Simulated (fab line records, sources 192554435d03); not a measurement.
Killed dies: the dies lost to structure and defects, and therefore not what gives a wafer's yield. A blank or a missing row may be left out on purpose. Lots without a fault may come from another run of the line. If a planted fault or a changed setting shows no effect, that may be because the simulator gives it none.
Matching of chambers | flow n5 finfet | N5_BEOL_M0_SAQP_CUT_ETCH_46 on rie diel-06: 4 sister chambers
The step etches SOC in N2/H2, target depth 135 nm, overetch 27 nm, time 202.5 s. 4 wafers are shown with their chamber, then 12 later ones without.

## WAFERS WITH THEIR CHAMBER
wafer  | chamber | showerhead plenum p Torr (Torr)
L087.4 | 2       | 2.48
L088.1 | 3       | 2.35
L088.2 | 1       | 2.71
L088.3 | 0       | 2.43

## WAFERS MISSING THEIR CHAMBER
wafer  | showerhead plenum p Torr (Torr)
L091.3 | 2.71
L091.4 | 2.43
L091.6 | 2.35
L093.1 | 2.34
L093.4 | 2.70
L093.6 | 2.70
L095.3 | 2.43
L095.5 | 2.43
L095.6 | 2.70
L097.2 | 2.43
L097.4 | 2.47
L097.5 | 2.43

## THE CHAMBER EACH PASSED THROUGH
wafer  | from the rows above | in truth
L091.3 | 1                   | 1
L091.4 | 0                   | 0
L091.6 | 3                   | 3
L093.1 | 3                   | 3
L093.4 | 1                   | 1
L093.6 | 1                   | 1
L095.3 | 0                   | 0
L095.5 | 0                   | 0
L095.6 | 1                   | 1
L097.2 | 0                   | 0
L097.4 | 2                   | 2
L097.5 | 0                   | 0
Placed correctly: 12 of 12. Can't be placed from these rows: 0. Number placed wrongly: 0.
How it was worked out, from the rows above alone: a wafer's distance from a chamber is the root of the sum, over the readings, of the square of ((its reading less the chamber's mean) divided by the reading's scatter). If the next closest chamber is less than 2 further off than the closest, the wafer can't be placed; otherwise it belongs to the closest. The mean given for a chamber averages the wafers shown for that chamber. The scatter: root of mean squared gap, hidden wafer to nearest shown wafer, with one shown wafer a chamber.
